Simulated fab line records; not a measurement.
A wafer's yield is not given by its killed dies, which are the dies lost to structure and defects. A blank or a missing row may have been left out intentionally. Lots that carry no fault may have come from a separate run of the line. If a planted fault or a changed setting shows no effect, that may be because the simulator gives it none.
Comparing a struck lot with a sound one / flow n5 finfet / 37 out of 1938 route steps
Sound: these wafers, L511.1, L511.2, L511.5. Wafers struck: L523.1, L523.3. Last of all comes the cause.
At each step with rows: each side's tool, then ch and its chambers, then its first start. Under that, the readings that differ: sound wafers / struck wafers / difference of the means / sigmas: that difference in standard deviations of wafers without a fault.
alike: readings whose means differ by less than 2 such deviations, and words and numbers that are the same on both sides. not compared: withheld readings, readings that some wafer has no value for, bounds like >300 that may hide the same value, and numbers for which the record gives no deviation and whose values overlap.
Wherever a step has rows on one side only, a row that says differs or no value, or a row with sigmas, the two part there. When numbers do not overlap yet have no deviation, they are printed without sigmas and do not part them. A reading that every wafer of one side lacks parts them only if that side has two wafers or more.

first, 9 steps without rows for these wafers: N5_BEOL_M4_ANNEAL_95 (time 240 s); N5_BEOL_M4_SPUTTER_96 (material Cu, target thk 4.5 nm, time 8.29 s); N5_BEOL_M4_ECD_50 (material Cu, target thk 300 nm); N5_BEOL_M4_ANNEAL_51 (time 90 s); N5_BEOL_M4_CMP_52 (polishes, stops on SiOC, t overpolish 6.8 s, target thk 40 nm); N5_BEOL_M4_PRE_CLEAN_60 (time 15 s); N5_BEOL_M4_CO_CAP_55 (material Co, precursor CCTBA/H2, target thk 2 nm, time 102.1 s); N5_BEOL_M4_PRE_CLEAN_56 (time 15 s); N5_BEOL_M4_DEP_57 (deposits SiCN from 3MS/NH3, target thk 8 nm, time 14 s).
N5_BEOL_M4_RC_MEAS_101:
  sound on prober-01 ch 0, day 9 18:42; struck on prober-01 ch 0, day 12 12:43
reading=SS_N (mV/dec); sound=70.2 71.4 71.0; struck=72.5 71.9; difference=+1.3; sigmas=+2
  alike: DIBL_N, DIBL_P, IOFF_N, IOFF_P, ION_N, ION_P, SS_P, VT_N, VT_P
then, 24 steps without rows for these wafers: N5_BEOL_M5_ILD_DEP_00 (deposits SiCOH lowk from DEMS/porogen, target thk 140.64 nm, time 25.9 s); N5_BEOL_M5_CURE_79 (cures SiCOH lowk, time 240 s); N5_BEOL_M5_PECVD_70 (deposits SiO2 from TEOS/O2, target thk 16 nm, time 18 s); N5_BEOL_M5_HM_DEP_02 (deposits TiN, target thk 20 nm); N5_BEOL_M5_COAT_59 (time 60 s, resist thk 60 nm); N5_BEOL_M5_COAT_60 (time 60 s, resist thk 12 nm); N5_BEOL_M5_COAT_71 (time 60 s, resist thk 5 nm); N5_BEOL_M5_COAT_05 (resist thk 30 nm); N5_BEOL_M5_EBR_07; N5_BEOL_M5_SOFTBAKE_06 (time 60 s); N5_BEOL_M5_EXPOSE_08 (exposes mask M5, target cd 28 nm); N5_BEOL_M5_PEB_09 (peb time 60 s); N5_BEOL_M5_DEVELOP_10 (develop time 30 s); N5_BEOL_M5_DESCUM_16 (chemistry O2, time 7 s); N5_BEOL_M5_ETCH_72 (etches underlayer in N2/H2, target depth 6.5 nm, time 5.2 s); N5_BEOL_M5_ETCH_61 (etches SiARC in CF4, target depth 15.6 nm, time 26 s); N5_BEOL_M5_ETCH_62 (etches SOC in N2/H2, target depth 75 nm, overetch 15 nm, time 112.5 s); N5_BEOL_M5_STRIP_63 (strips in N2/H2); N5_BEOL_M5_STRIP_73 (strips in N2/H2); N5_BEOL_M5_STRIP_64 (strips in CF4); N5_BEOL_M5_HM_OPEN_17 (chemistry Cl2/BCl3, target TiN, target depth 20 nm, overetch 6 nm); N5_BEOL_M5_STRIP_19 (strips in O2); N5_BEOL_M5_COAT_65 (time 60 s, resist thk 60 nm); N5_BEOL_M5_COAT_66 (time 60 s, resist thk 12 nm).
-- the record jumps here: 3 days lie between the struck wafers' starts before and after (it left off in module BEOL_M5 and takes up again in module BEOL_M12, whose first step shown is number 1608 of the route) --
N5_BEOL_M12_EXPOSE_07: exposes mask V11.
  sound on krf scanner-02 ch 0, day 12 17:04; struck on krf scanner-02 ch 0, day 15 06:38
  alike: mask, exposure dose mJ cm2
N5_BEOL_M12_CD_MEAS_10: target cd 140 nm.
  sound on cd sem-01 ch 0, day 12 17:14; struck on cd sem-02 ch 0, day 15 06:48
reading=cd nm (nm); sound=139.2 137.3 143.5; struck=120.9 118.1; difference=-20.5; sigmas=-12
N5_PASSIVATION_PROBE_49:
  rows exist in the record for the struck wafers here (prober-01, day 17 01:44), but not for the sound ones

== WHERE THEY PART ==
First at N5_BEOL_M4_RC_MEAS_101; last, within this record, at N5_PASSIVATION_PROBE_49.

WHY: whatever the simulator had introduced
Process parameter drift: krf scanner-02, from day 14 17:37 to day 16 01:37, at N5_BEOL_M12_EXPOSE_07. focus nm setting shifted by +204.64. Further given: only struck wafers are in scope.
